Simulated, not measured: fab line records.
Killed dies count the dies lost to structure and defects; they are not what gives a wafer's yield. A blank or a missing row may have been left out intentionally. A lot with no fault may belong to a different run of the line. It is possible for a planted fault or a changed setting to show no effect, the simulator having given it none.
The tool behind it: which one? | flow nand_harc | 12 lots, 36 wafers sampled, at 5 steps of a route of 1159

## WHAT THE GAUGES SHOWED, per wafer
NHARC_END_SORT_01.
lot  | measured     | on        | killed_at_array | killed_at_other | killed_at_periphery | killed_dies | killed_open | killed_short
L126 | day 20 20:11 | prober-02 | 24 22 672       | 0 0 0           | 4 4 5               | 28 26 677   | 1 3 1       | 0 0 1
L130 | day 21 12:50 | prober-01 | 10 9 672        | 3 1 0           | 6 5 5               | 19 15 677   | 4 1 3       | 0 1 1

## WHICH TOOL RAN EACH LOT (tool, then ch and the chambers of the sampled wafers, then the start)
lot  | NHARC_A_CHANNEL_FILL_D1_RTA_24   | NHARC_A_STAIRCASE_ETCH_13          | NHARC_A_STAIRCASE_TRIM_18                     | NHARC_A_STAIRCASE_ETCH_19
L120 | rtp_anneal-01 ch 0, day 10 21:25 | rie_diel-11 ch 0,2,3, day 11 00:51 | rie_diel-11 ch 0,1, no start                  | rie_diel-11 ch 0,3, no start
L121 | rtp_anneal-02 ch 0, day 11 00:02 | rie_diel-11 ch 0,1,2, day 11 03:17 | rie_diel-11 ch 0,1,2, no start                | rie_diel-11 ch 0,2,3, no start
L124 | rtp_anneal-01 ch 0, day 11 14:08 | rie_diel-01 ch 0,1, day 11 17:25   | rie_diel-01 ch 0,1, no start                  | rie_diel-01 ch 1,2,3, no start
L125 | rtp_anneal-01 ch 0, day 12 00:00 | rie_diel-01 ch 0,2, day 12 03:25   | rie_diel-01 ch 0,2,3, no start                | rie_diel-01 ch 1,2,3, no start
L126 | rtp_anneal-02 ch 0, day 12 00:02 | rie_diel-01 ch 1,2,3, day 12 03:38 | rie_diel-01 ch 0,1,3, day 20 20:11 or earlier | rie_diel-01 ch 0,1,3, day 20 20:11 or earlier
L130 | rtp_anneal-02 ch 0, day 12 20:11 | rie_diel-01 ch 1,2,3, day 12 23:31 | rie_diel-01 ch 0,1,2, day 21 12:50 or earlier | rie_diel-01 ch 0,1,2, day 21 12:50 or earlier
L133 | rtp_anneal-01 ch 0, day 13 16:55 | rie_diel-13 ch 0,1,2, day 13 20:10 | rie_diel-13 ch 0,1,3, no start                | rie_diel-13 ch 0,1,3, no start
L138 | rtp_anneal-02 ch 0, day 15 02:23 | rie_diel-01 ch 0,2,3, day 15 05:50 | rie_diel-01 ch 0,1,2, no start                | rie_diel-01 ch 1,2,3, no start
L140 | rtp_anneal-01 ch 0, day 15 09:45 | rie_diel-11 ch 1,2, day 15 13:34   | rie_diel-11 ch 0,1,2, no start                | rie_diel-11 ch 1,2,3, no start
L139 | rtp_anneal-02 ch 0, day 15 09:49 | rie_diel-13 ch 1,2,3, day 15 13:07 | rie_diel-13 ch 1,2,3, no start                | rie_diel-13 ch 0,1,3, no start
L142 | rtp_anneal-02 ch 0, day 15 22:40 | rie_diel-13 ch 0,1, day 16 02:07   | rie_diel-13 ch 2,3, no start                  | rie_diel-13 ch 1,3, no start
L143 | rtp_anneal-01 ch 0, day 16 07:43 | rie_diel-13 ch 1,2, day 16 11:10   | rie_diel-13 ch 1,3, no start                  | rie_diel-13 ch 1,2,3, no start
- NHARC_A_CHANNEL_FILL_D1_RTA_24: time 5 s.
- NHARC_A_STAIRCASE_ETCH_13: etches the open film in C4F8/O2, target depth 100 nm, time 40.5 s.
- NHARC_A_STAIRCASE_TRIM_18: chemistry O2, time 211.2 s.
- NHARC_A_STAIRCASE_ETCH_19: etches the open film in C4F8/O2, target depth 100 nm, time 40.5 s.

## WHAT THE TOOLS THEMSELVES READ (means of the sampled wafers that have a number; where no wafer has one, the mark that the record gives instead)
NHARC_A_CHANNEL_FILL_D1_RTA_24.
lot  | tool          | lamp_power_pct (%) | lamp_zone_4_pct (%) | lamp_zone_7_pct (%) | wafer_temp_C_max
L120 | rtp_anneal-01 | 28.7               | 28.7                | 29.1                | 1003.7
L121 | rtp_anneal-02 | 27.8               | 27.8                | 28.2                | 1005.4
L124 | rtp_anneal-01 | 28.7               | 28.7                | 29.1                | 1003.1
L125 | rtp_anneal-01 | 28.7               | 28.7                | 29.2                | 1003.9
L126 | rtp_anneal-02 | 27.8               | 27.8                | 28.3                | 1005.2
L130 | rtp_anneal-02 | 27.8               | 27.9                | 28.3                | 1003.9
L133 | rtp_anneal-01 | 28.8               | 28.7                | 29.2                | 1003.2
L138 | rtp_anneal-02 | 27.9               | 27.8                | 28.3                | 1003.9
L140 | rtp_anneal-01 | 28.7               | 28.7                | 29.2                | 1003.1
L139 | rtp_anneal-02 | 27.8               | 27.8                | 28.2                | 1003.8
L142 | rtp_anneal-02 | 27.8               | 27.8                | 28.3                | 1004.5
L143 | rtp_anneal-01 | 28.7               | 28.7                | 29.2                | 1003.7

NHARC_A_STAIRCASE_ETCH_13.
lot  | tool        | oes_product_au (a.u.) | rf_fwd_power_W (W) | rf_vpp_V (V)
L120 | rie_diel-11 | 0.930                 | 595.4              | 898
L121 | rie_diel-11 | 0.931                 | 593.9              | 896
L124 | rie_diel-01 | 0.947                 | 591.7              | 895
L125 | rie_diel-01 | 0.938                 | 593.2              | 899
L126 | rie_diel-01 | 0.854                 | 512.0              | 897
L130 | rie_diel-01 | 0.853                 | 513.5              | 896
L133 | rie_diel-13 | 0.948                 | 593.0              | 900
L138 | rie_diel-01 | 0.919                 | 593.2              | 899
L140 | rie_diel-11 | 0.932                 | 591.9              | 892
L139 | rie_diel-13 | 0.958                 | 592.8              | 896
L142 | rie_diel-13 | 0.982                 | 594.3              | 902
L143 | rie_diel-13 | 0.953                 | 592.6              | 897

NHARC_A_STAIRCASE_TRIM_18.
lot  | tool        | drypump_motor_current_A (A) | oes_product_au (a.u.) | rf_vpp_V (V) | showerhead_plenum_p_Torr (Torr) | throttle_valve_pct (%)
L120 | rie_diel-11 | 5.6                         | 1.000                 | 58.3         | 3.63                            | 17.031
L121 | rie_diel-11 | 5.6                         | 1.000                 | 57.5         | 3.53                            | 17.040
L124 | rie_diel-01 | 5.6                         | 1.002                 | 58.1         | 3.51                            | 17.036
L125 | rie_diel-01 | 5.7                         | 1.012                 | 58.0         | 3.63                            | 17.034
L126 | rie_diel-01 | 5.8                         | 1.002                 | 57.3         | 3.51                            | 17.033
L130 | rie_diel-01 | 5.7                         | 1.006                 | 57.9         | 3.54                            | 17.044
L133 | rie_diel-13 | 5.9                         | 1.010                 | 59.2         | 3.60                            | 17.040
L138 | rie_diel-01 | 5.7                         | 0.998                 | 57.4         | 3.53                            | 17.032
L140 | rie_diel-11 | 5.6                         | 1.006                 | 57.8         | 3.51                            | 17.038
L139 | rie_diel-13 | 5.4                         | 1.001                 | 58.7         | 3.52                            | 17.044
L142 | rie_diel-13 | 5.3                         | 1.013                 | 57.7         | 3.51                            | 17.041
L143 | rie_diel-13 | 5.5                         | 0.997                 | 58.6         | 3.48                            | 17.035

NHARC_A_STAIRCASE_ETCH_19.
lot  | tool        | oes_product_au (a.u.) | rf_fwd_power_W (W) | rf_vpp_V (V)
L120 | rie_diel-11 | 0.928                 | 596.1              | 901
L121 | rie_diel-11 | 0.941                 | 593.1              | 899
L124 | rie_diel-01 | 0.952                 | 590.2              | 896
L125 | rie_diel-01 | 0.935                 | 590.6              | 897
L126 | rie_diel-01 | 0.920                 | 592.8              | 894
L130 | rie_diel-01 | 0.932                 | 591.1              | 896
L133 | rie_diel-13 | 0.934                 | 590.7              | 898
L138 | rie_diel-01 | 0.945                 | 592.9              | 895
L140 | rie_diel-11 | 0.935                 | 591.6              | 894
L139 | rie_diel-13 | 0.961                 | 592.4              | 897
L142 | rie_diel-13 | 0.940                 | 592.9              | 896
L143 | rie_diel-13 | 0.946                 | 593.1              | 896

## THE ANSWER, worked out from the rows above alone
Rule: usual is defined by the lots themselves. The widest of any qualifying gaps counts: lots, ordered by their means at a reading, are off when they make up no more than a third of the lots, leave a main group of 4 or more, and stand apart from it by 3 or more times the standard deviation of that group's means. Not used: any main group whose means are identical at the precision the tables above print for the reading. Also off: a lot with no number at a reading for which 4 or more lots have one. Any other lot the step has rows for is counted as sound. Order of review: gauges by route order, followed by the tools' own readings, for which a lot's mean as printed above is used. At the first step where some lot is off, the reading lying furthest off is the one used; lots without a number count as furthest.
Off: L126, L130, at NHARC_A_STAIRCASE_ETCH_13 (rf_fwd_power_W). The main group has a mean of 593.2 W with a standard deviation of 1.1.
A tool fits if, at that step or a process step before it, it ran every lot that is off, and no sound lot after the first of them. No candidate that was tried fits.

## WHAT THE SIMULATOR PUT IN
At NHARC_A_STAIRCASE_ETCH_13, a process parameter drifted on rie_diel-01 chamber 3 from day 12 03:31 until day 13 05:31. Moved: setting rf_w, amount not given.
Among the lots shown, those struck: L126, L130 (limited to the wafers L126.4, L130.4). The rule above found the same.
